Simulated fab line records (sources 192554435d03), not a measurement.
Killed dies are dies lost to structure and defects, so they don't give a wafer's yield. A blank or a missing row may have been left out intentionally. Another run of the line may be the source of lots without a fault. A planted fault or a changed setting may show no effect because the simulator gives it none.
Split-lot trial -- flow n5_finfet -- 21 wafers read from 7 lots, route of 1938 steps

## ABOUT THE SPLIT
At N5_BEOL_M1_ETCH_64 (etches SOC in N2/H2, target depth 75 nm, overetch 15 nm, time 112.5 s), the setting bias_w was moved away from the recipe's 150 W on 4 of the 21 wafers read, by -15.3% to +13.3%. The other wafers ran this setting at the recipe's value.

Reading taken at the split's own step.

## THE READING
rf_vpp_V, in V, at N5_BEOL_M1_ETCH_64 (etches SOC in N2/H2, target depth 75 nm, overetch 15 nm, time 112.5 s). A value of 522.4 V with a standard deviation of 1.5 V is what fault-free wafers of this fab line usually give.

wafer,"tool, chamber at the split","bias_w as run, W",against the recipe,"rf_vpp_V, V",against lot-mates on the recipe
L075.1,"rie_diel-06, 3",150,recipe,520.6,-
L075.5,"rie_diel-06, 1",150,recipe,520.8,-
L075.6,"rie_diel-06, 0",150,recipe,523.1,-
L077.2,"rie_diel-06, 2",150,recipe,523.9,-
L077.4,"rie_diel-06, 1",127.1,-15.3%,468.8,-55.1
L077.5,"rie_diel-06, 2",127.1,-15.3%,471.3,-52.6
L081.2,"rie_diel-01, 1",150,recipe,523.5,-
L081.4,"rie_diel-01, 1",150,recipe,521.6,-
L081.6,"rie_diel-01, 2",150,recipe,523.5,-
L090.4,"rie_diel-03, 2",159.8,+6.5%,543.8,+20.7
L090.5,"rie_diel-03, 0",150,recipe,525.4,-
L090.6,"rie_diel-03, 3",150,recipe,520.8,-
L092.1,"rie_diel-03, 2",169.9,+13.3%,565.8,+43.2
L092.3,"rie_diel-03, 1",150,recipe,522.1,-
L092.4,"rie_diel-03, 1",150,recipe,523.1,-
L091.3,"rie_diel-06, 3",150,recipe,518.9,-
L091.5,"rie_diel-06, 3",150,recipe,519.9,-
L091.6,"rie_diel-06, 2",150,recipe,522.4,-
L093.1,"rie_diel-01, 1",150,recipe,522.2,-
L093.3,"rie_diel-01, 3",150,recipe,524.0,-
L093.6,"rie_diel-01, 1",150,recipe,520.6,-

THE FIT
A straight line over all 21 wafers: rf_vpp_V changes by +3.37 V for each +1% of bias_w; r = +1.00; the points scatter about the line by 1.7 V.
The same after taking each lot's own level away (the mean of its wafers on the recipe; 21 wafers): +3.43 V for each +1%; r = +1.00; scatter 1.5 V.
That fit puts the effect of the largest move of bias_w on the reading at 52 V.
Measured against the standard deviation above, the lots' own levels, which go from 520.40 to 523.90 V, span 2.3 times it.
The two slopes agree, so the slope changes little with the lot-to-lot level.
Check: -51.3 V against its lot-mates is what the line predicts for one of the wafers moved furthest among these (-15.3%) when that wafer is left out of the fit. It came out at -55.1 V against them.
Tool readings at the split's step, against how far the setting was moved: rf_vpp_V r = +1.00.

## OTHER SPLITS ON THESE WAFERS
Before the reading, these wafers also passed through other splits. Each is held against what the fit with the lots' levels taken away leaves over:
other split on the same wafers,wafers away from the commonest value,r with rf_vpp_V (lot level and that fit taken away)
N5_BEOL_M1_EXPOSE_08 dose_mj,9,+0.37

## THE WHOLE CHAIN: every reading that the file lists as answering this split, in the file's order
step,what it does,reading,change (the file's fit),r (the file's)
N5_BEOL_M1_ETCH_64,"etches SOC in N2/H2, target depth 75 nm, overetch 15 nm, time 112.5 s",rf_vpp_V,+3.39 V for each +1% of the setting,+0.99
N5_BEOL_M1_ETCH_64,"etches SOC in N2/H2, target depth 75 nm, overetch 15 nm, time 112.5 s","SiARC_of_BEOL_M1_COAT_62.thk_nm (the simulator's own value, which no gauge read)",-0.0577 nm for each +1% of the setting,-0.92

## THE FILE'S OWN FIT
rf_vpp_V changes by +3.39 V for each +1% of bias_w, r = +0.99.
